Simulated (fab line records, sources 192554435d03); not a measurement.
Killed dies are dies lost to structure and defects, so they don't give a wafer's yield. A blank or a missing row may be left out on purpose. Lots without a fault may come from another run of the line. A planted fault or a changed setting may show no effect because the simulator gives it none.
Problem report in the 8D (eight disciplines) form, filled by code | flow n5_finfet | the parts of the form that need people (team, actions taken, sign-off) are left out

1. THE PROBLEM
etch_rf_on_time_s at N5_BEOL_M5_ETCH_75 reads a mean of 3.28 s on 2 wafers of 2 lots; wafers without a fault read 5.19 s with a standard deviation of 0.13. That is -15 standard deviations from the usual mean.
The step: etches underlayer in N2/H2, target depth 6.5 nm, time 5.2 s.
First seen on wafer L378.2, day 12 08:32, on rie_diel-05. The record holds 30 wafers of 11 lots with a number at this step. Rule for "out", or "out of limits": more than 4 standard deviations from the usual mean. The other wafers with a number count as sound.

2. WHAT IT IS AND WHAT IT IS NOT
question                    | is                | is not
which readings at this step | etch_rf_on_time_s | bias_w, drypump_motor_current_A, oes_product_au, rf_vpp_V, showerhead_plenum_p_Torr, throttle_valve_pct
which lots                  | L378, L380        | L363, L366, L367, L368, L369, L370, L374, L376, L386
which wafers of those lots  | L378.2, L380.4    | L378.6, L380.6
read on which tools         | rie_diel-05       | rie_diel-03, rie_diel-04
when                        | from day 12 08:32 | up to then (24 sound wafers); but 4 sound wafers of L380, L386 came after

3. SUSPECTS, AND WHAT RULES EACH OUT
Counting: a tool at a process step up to the reading stays a suspect if it ran every lot that is out. Sound lots after the first of them don't rule it out here, since some wafers of a struck lot are sound.
- rie_diel-05 at N5_BEOL_M5_ETCH_75 (etches underlayer in N2/H2, target depth 6.5 nm, time 5.2 s): kept. It ran every lot that is out, first L378 (day 12 08:32); its last sound lot up to then is L376 (day 11 20:14). Its own readings are out on those wafers: etch_rf_on_time_s.
Left after counting: rie_diel-05 at N5_BEOL_M5_ETCH_75.

4. THE CAUSE (what the simulator had put in)
Process parameter drift: rie_diel-05, from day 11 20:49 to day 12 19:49, at N5_BEOL_M5_ETCH_75. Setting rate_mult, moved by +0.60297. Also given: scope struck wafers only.
Counting left only this tool.

5. THE CHAIN OF EFFECTS, in route order
Each row: a reading whose mean over the struck wafers that have a number lies more than 3 standard deviations from the usual. Only readings for which the record gives a usual standard deviation are gone through. hours: the time from each lot's start at the first step in this table that gives one to its start at this step, as a median over the lots. sigmas: the change in usual standard deviations.
hours | step               | reading           | usual  | on struck wafers | change | sigmas
0     | N5_BEOL_M5_ETCH_75 | etch_rf_on_time_s | 5.19 s | 3.28             | -1.91  | -15
The process steps in it:
- N5_BEOL_M5_ETCH_75: etches underlayer in N2/H2, target depth 6.5 nm, time 5.2 s.

6. WHAT WOULD HAVE CAUGHT IT SOONER
In this record the first reading out of limits was taken at day 12 08:32, 12 hours after the fault began at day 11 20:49.
